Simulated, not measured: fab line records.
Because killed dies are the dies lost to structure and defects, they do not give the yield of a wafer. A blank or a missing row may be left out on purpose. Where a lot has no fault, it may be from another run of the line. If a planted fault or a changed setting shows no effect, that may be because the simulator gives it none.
Chamber matching    flow n5-finfet    N5_BEOL_M14_DESCUM_33 on rie-diel-03 has 4 sister chambers
The step chemistry O2, time 7.9 s. 20 wafers are shown with their chamber, then 10 later ones without.

== WAFERS PAIRED WITH THEIR CHAMBERS ==
wafer   chamber  showerhead-plenum-p-Torr (Torr)  drypump-motor-current-A (A)  throttle-valve-pct (%)
L074.2  1        2.03                             6.0                          20.43
L074.3  2        2.12                             5.3                          20.42
L074.6  1        2.03                             6.0                          20.43
L077.2  0        2.13                             5.9                          20.51
L077.5  0        2.13                             5.9                          20.51
L077.6  3        2.04                             5.7                          20.04
L078.1  1        2.03                             6.0                          20.43
L078.3  0        2.13                             5.9                          20.52
L078.5  0        2.13                             5.9                          20.53
L082.2  2        2.12                             5.3                          20.45
L082.4  2        2.12                             5.4                          20.44
L082.6  3        2.04                             5.7                          20.06
L081.1  2        2.12                             5.3                          20.46
L081.3  0        2.13                             5.9                          20.54
L081.5  1        2.03                             6.0                          20.44
L084.3  3        2.03                             5.8                          20.07
L084.4  1        2.03                             6.0                          20.44
L084.5  3        2.03                             5.7                          20.09
L085.1  1        2.02                             6.0                          20.48
L085.4  3        2.03                             5.7                          20.09

SIGNATURES (averages over the wafers above)
reading                   chamber 0  chamber 1  chamber 2  chamber 3  scatter within a chamber
showerhead-plenum-p-Torr  2.1300     2.0283     2.1200     2.0340     0.00356
drypump-motor-current-A   5.900      6.000      5.325      5.720      0.0311
throttle-valve-pct        20.5220    20.4417    20.4425    20.0700    0.0181
Rule: for a wafer and a chamber, the distance is found by dividing, reading by reading, the gap between the wafer's reading and the chamber's mean by the reading's scatter, squaring, summing and taking the root. If the next closest chamber is less than 2 further off than the closest, the wafer can't be placed; otherwise it belongs to the closest. The scatter: the root of (the sum of the squares of (reading less its chamber's mean) over the shown wafers, divided by (wafers less chambers)).

== WAFERS WITHOUT THEIR CHAMBER ==
wafer   showerhead-plenum-p-Torr (Torr)  drypump-motor-current-A (A)  throttle-valve-pct (%)
L085.5  2.11                             5.3                          20.45
L093.2  2.02                             6.0                          20.49
L093.5  2.02                             6.0                          20.51
L093.6  2.11                             5.3                          20.48
L094.1  2.03                             5.7                          20.12
L094.4  2.02                             6.0                          20.49
L094.6  2.03                             5.7                          20.13
L097.1  2.01                             6.0                          20.51
L097.2  2.11                             5.9                          20.60
L097.6  2.02                             5.7                          20.10

== THE CHAMBER EACH PASSED THROUGH ==
wafer   from the rows above  in truth
L085.5  2                    2
L093.2  1                    1
L093.5  1                    1
L093.6  2                    2
L094.1  3                    3
L094.4  1                    1
L094.6  3                    3
L097.1  1                    1
L097.2  0                    0
L097.6  3                    3
10 of 10 placed correctly. Can't be placed from these rows: 0. Placed wrongly: 0.
